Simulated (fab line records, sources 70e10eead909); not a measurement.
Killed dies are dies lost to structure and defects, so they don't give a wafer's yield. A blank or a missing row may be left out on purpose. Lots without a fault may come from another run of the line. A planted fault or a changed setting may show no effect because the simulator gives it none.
Which tool did it? | flow nand_harc | 13 lots, 39 wafers sampled, at 5 steps of a route of 1159

WHAT THE GAUGES READ, wafer by wafer
NHARC_A_BONDPAD_CD_MEAS_13.
lot  | measured     | on        | cd_nm (nm)
L218 | day 18 03:55 | cd_sem-03 | 500.4 497.7 498.1
L217 | day 18 04:16 | cd_sem-03 | 497.8 498.2 497.1
L221 | day 19 09:11 | cd_sem-03 | 503.1 501.3 502.4
L222 | day 19 10:05 | cd_sem-01 | 499.9 498.8 500.2
L223 | day 19 10:07 | cd_sem-02 | 499.9 497.8 499.0
L225 | day 19 20:41 | cd_sem-02 | 500.8 497.2 499.9
L226 | day 20 02:13 | cd_sem-03 | 499.4 499.7 497.3
L224 | day 20 02:36 | cd_sem-01 | 500.1 498.9 498.9
L227 | day 20 20:12 | cd_sem-02 | 498.5 498.3 500.2
L230 | day 21 04:07 | cd_sem-02 | 500.3 500.0 498.5
L231 | day 21 19:47 | cd_sem-03 | 497.5 500.5 498.5
L233 | day 22 12:07 | cd_sem-01 | 498.5 498.7 498.3
L239 | day 23 19:24 | cd_sem-02 | 499.3 500.5 501.4

NHARC_END_SORT_01.
lot  | measured     | on        | killed_at_array | killed_at_other | killed_at_periphery | killed_dies | killed_open | killed_short
L230 | day 22 10:07 | prober-01 | 101 122 96      | 1 1 2           | 3 4 7               | 105 127 105 | 5 3 3       | 3 2 1
L231 | day 23 04:53 | prober-01 | 27 26 30        | 0 0 0           | 2 0 3               | 29 26 33    | 3 0 1       | 3 0 3
L233 | day 23 19:59 | prober-02 | 94 102 97       | 1 1 0           | 3 5 7               | 98 108 104  | 6 5 2       | 1 2 2

WHICH TOOL RAN EACH LOT (tool, then ch and the chambers of the sampled wafers, then the start)
lot  | NHARC_A_CONTACT_ETCH_135             | NHARC_A_BONDPAD_ETCH_34            | NHARC_A_BONDPAD_PVD_17
L218 | har_cap_etch-02 ch 0,1, day 17 04:07 | rie_diel-10 ch 2,3, day 18 03:41   | pvd_sputter-02, no start
L217 | har_cap_etch-02 ch 0,1, day 17 05:37 | rie_diel-10 ch 0,1,2, day 18 03:58 | pvd_sputter-03, no start
L221 | har_cap_etch-03 ch 0,1, day 18 13:50 | rie_diel-10 ch 0,1,2, day 19 08:55 | pvd_sputter-02, no start
L222 | har_cap_etch-02 ch 0,1, day 18 14:48 | rie_diel-12 ch 0,2,3, day 19 09:51 | pvd_sputter-02, no start
L223 | har_cap_etch-01 ch 0,1, day 18 16:03 | rie_diel-10 ch 0,1, day 19 09:50   | pvd_sputter-03, no start
L225 | har_cap_etch-02 ch 0,1, day 19 00:52 | rie_diel-10 ch 0,2, day 19 20:21   | pvd_sputter-03, no start
L226 | har_cap_etch-01 ch 0,1, day 19 02:44 | rie_diel-10 ch 0,1, day 20 01:58   | pvd_sputter-01, no start
L224 | har_cap_etch-01 ch 1, day 19 06:51   | rie_diel-12 ch 0,3, day 20 02:22   | pvd_sputter-02, no start
L227 | har_cap_etch-01 ch 0, day 19 22:49   | rie_diel-12 ch 0,1,2, day 20 19:58 | pvd_sputter-01, no start
L230 | har_cap_etch-01 ch 0,1, day 20 07:54 | rie_diel-10 ch 0,1,2, day 21 03:53 | pvd_sputter-02, day 22 10:07 or earlier
L231 | har_cap_etch-03 ch 0,1, day 20 12:55 | rie_diel-10 ch 0,1, day 21 19:33   | pvd_sputter-02, day 23 04:53 or earlier
L233 | har_cap_etch-01 ch 0, day 21 10:09   | rie_diel-12 ch 0,1,3, day 22 11:53 | pvd_sputter-02, day 23 19:59 or earlier
L239 | har_cap_etch-03 ch 0,1, day 22 15:17 | rie_diel-10 ch 0,1,3, day 23 19:10 | pvd_sputter-01, no start
- NHARC_A_CONTACT_ETCH_135: etches the open film in C4F8/O2/Ar, time 132 s, target depth 1287 nm.
- NHARC_A_BONDPAD_ETCH_34: etches the open film in N2/H2, target depth 60 nm, overetch 18 nm, time 65.91 s.
- NHARC_A_BONDPAD_PVD_17: deposits TaN, target thk 5 nm, time 8.06 s.

WHAT THE TOOLS THEMSELVES READ (means of the sampled wafers that have a number; where no wafer has one, the mark that the record gives instead)
NHARC_A_BONDPAD_ETCH_34.
lot  | tool        | drypump_motor_current_A (A) | h2_flow_sccm (sccm) | oes_product_au (a.u.) | rf_vpp_V (V) | showerhead_plenum_p_Torr (Torr) | throttle_valve_pct (%)
L218 | rie_diel-10 | 5.34                        | 150.2               | 0.996                 | 427          | 1.91                            | 14.171
L217 | rie_diel-10 | 5.64                        | 149.7               | 0.999                 | 431          | 2.05                            | 14.178
L221 | rie_diel-10 | 5.67                        | 149.8               | 1.000                 | 430          | 2.05                            | 14.171
L222 | rie_diel-12 | 5.60                        | 150.3               | 0.997                 | 430          | 2.01                            | 14.174
L223 | rie_diel-10 | 5.90                        | 150.1               | 1.003                 | 434          | 2.15                            | 14.165
L225 | rie_diel-10 | 5.36                        | 150.1               | 1.003                 | 429          | 2.00                            | 14.175
L226 | rie_diel-10 | 5.93                        | 150.3               | 0.996                 | 433          | 2.10                            | 14.167
L224 | rie_diel-12 | 5.45                        | 149.7               | 1.004                 | 430          | 2.02                            | 14.180
L227 | rie_diel-12 | 5.73                        | 149.9               | 1.010                 | 430          | 2.03                            | 14.168
L230 | rie_diel-10 | 5.68                        | 150.1               | 0.994                 | 431          | 2.05                            | 14.168
L231 | rie_diel-10 | 5.89                        | 150.0               | 1.001                 | 433          | 2.15                            | 14.172
L233 | rie_diel-12 | 5.59                        | 149.8               | 1.006                 | 430          | 2.03                            | 14.155
L239 | rie_diel-10 | 5.85                        | 150.2               | 0.998                 | 431          | 2.06                            | 14.169

NHARC_A_BONDPAD_PVD_17.
lot  | tool           | throttle_valve_pct (%)
L218 | pvd_sputter-02 | 29.0
L217 | pvd_sputter-03 | 29.3
L221 | pvd_sputter-02 | 29.3
L222 | pvd_sputter-02 | 29.7
L223 | pvd_sputter-03 | 29.4
L225 | pvd_sputter-03 | 29.5
L226 | pvd_sputter-01 | 29.6
L224 | pvd_sputter-02 | 29.5
L227 | pvd_sputter-01 | 29.4
L230 | pvd_sputter-02 | 29.0
L231 | pvd_sputter-02 | 29.4
L233 | pvd_sputter-02 | 29.4
L239 | pvd_sputter-01 | 29.7

THE ANSWER, worked out from the rows above alone
Rule: what is usual is taken from the lots themselves. Put in order of their means at a reading, lots are off if they are a third of the lots or fewer, leave a main group of 4 or more, and stand apart from it by a gap of 3 or more times the standard deviation of the main group's means; of several such gaps the widest counts. A main group whose means are all the same, to the digits that the tables above print for the reading, isn't used. A lot without any number at a reading at which 4 lots or more have one is off too. The other lots that the step has rows for count as sound. The gauges are gone through in route order, then the tools' own readings, and for those a lot's mean is taken as printed above. The first step at which some lot is off is used, and at that step the reading that is off furthest; a lot without a number counts as furthest.
No lot is off at any reading shown: from this, nothing can be told.

WHAT THE SIMULATOR HAD PUT IN
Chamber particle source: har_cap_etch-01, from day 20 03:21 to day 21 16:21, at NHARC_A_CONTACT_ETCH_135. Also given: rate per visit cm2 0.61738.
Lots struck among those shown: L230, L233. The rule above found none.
